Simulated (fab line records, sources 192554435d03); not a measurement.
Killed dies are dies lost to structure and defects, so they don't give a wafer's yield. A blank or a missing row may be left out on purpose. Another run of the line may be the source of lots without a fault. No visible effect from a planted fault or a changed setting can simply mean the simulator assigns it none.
Split-lot trial | flow n5Finfet | route with 1938 steps; 7 lots, 21 wafers read

## SPLIT DETAILS
At N5_BEOL_M13_ETCH_68 (etches SOC in N2/H2, time 355 s), the setting timeS was moved away from the recipe's 355 s on 3 of the 21 wafers read, by -17.0% to -7.7%. For the rest of the wafers, this setting stayed at what the recipe calls for.

Reading taken at the split's own step.

## THE READING
SiARC_of_BEOL_M13_COAT_66.thkNm (the simulator's own value, which no gauge read), in nm, at N5_BEOL_M13_ETCH_68 (etches SOC in N2/H2, time 355 s). There is no usual value for it anywhere in the file. Across the 18 wafers here that went through the recipe, the average is 77.2 nm and the standard deviation 0.62 nm.

wafer  | tool, chamber at the split | timeS as run, s | against the recipe | SiARC_of_BEOL_M13_COAT_66.thkNm, nm | against lot-mates on the recipe
L077.2 | rieDiel-06, 3              | 355             | recipe             | 76.4                                | -
L077.5 | rieDiel-06, 2              | 355             | recipe             | 76.6                                | -
L077.6 | rieDiel-06, 1              | 355             | recipe             | 77.8                                | -
L076.2 | rieDiel-02, 1              | 355             | recipe             | 77.8                                | -
L076.3 | rieDiel-02, 3              | 355             | recipe             | 78                                  | -
L076.6 | rieDiel-02, 0              | 355             | recipe             | 77.4                                | -
L086.1 | rieDiel-05, 0              | 355             | recipe             | 77.2                                | -
L086.3 | rieDiel-05, 3              | 355             | recipe             | 78.2                                | -
L086.5 | rieDiel-05, 0              | 355             | recipe             | 77                                  | -
L084.2 | rieDiel-02, 3              | 294.6           | -17.0%             | 83                                  | +6.0
L084.4 | rieDiel-02, 0              | 294.6           | -17.0%             | 82                                  | +5.0
L084.6 | rieDiel-02, 3              | 355             | recipe             | 77                                  | -
L087.1 | rieDiel-02, 0              | 355             | recipe             | 76.6                                | -
L087.2 | rieDiel-02, 2              | 355             | recipe             | 76.2                                | -
L087.5 | rieDiel-02, 3              | 355             | recipe             | 77.2                                | -
L096.3 | rieDiel-02, 3              | 355             | recipe             | 77.4                                | -
L096.4 | rieDiel-02, 2              | 355             | recipe             | 76.2                                | -
L096.6 | rieDiel-02, 3              | 355             | recipe             | 77                                  | -
L094.1 | rieDiel-05, 1              | 327.8           | -7.7%              | 79                                  | +1.3
L094.5 | rieDiel-05, 3              | 355             | recipe             | 78.2                                | -
L094.6 | rieDiel-05, 2              | 355             | recipe             | 77.2                                | -

THE FIT
A straight line over all 21 wafers: SiARC_of_BEOL_M13_COAT_66.thkNm changes by -0.306 nm for each +1% of timeS; r = -0.93; the points scatter about the line by 0.64 nm.
The same after taking each lot's own level away (the mean of its wafers on the recipe; 21 wafers): -0.311 nm for each +1%; r = -0.95; scatter 0.55 nm.
That fit puts the effect of the largest move of timeS on the reading at 5.3 nm.
The lots' own levels span 76.67 to 77.73 nm, that is 1.7 times the standard deviation above.
Consequently the slope shifts little with the lot-to-lot level, the two slopes agreeing.
Check: +4.65 nm against its lot-mates is what the line predicts for one of the wafers moved furthest among these (-17.0%) when that wafer is left out of the fit. It came out at +6 nm against them.

## ADDITIONAL SPLITS CARRIED BY THESE WAFERS
Before the reading, these wafers also passed through other splits. Each is held against what the fit with the lots' levels taken away leaves over:
other split on the same wafers | wafers away from the commonest value | r with SiARC_of_BEOL_M13_COAT_66.thkNm (lot level and that fit taken away)
N5_BEOL_M12_COAT_66 spinRpm    | 10                                   | +0.33

## THE FILE'S OWN FIT
SiARC_of_BEOL_M13_COAT_66.thkNm changes by -0.297 nm for each +1% of timeS, r = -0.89.
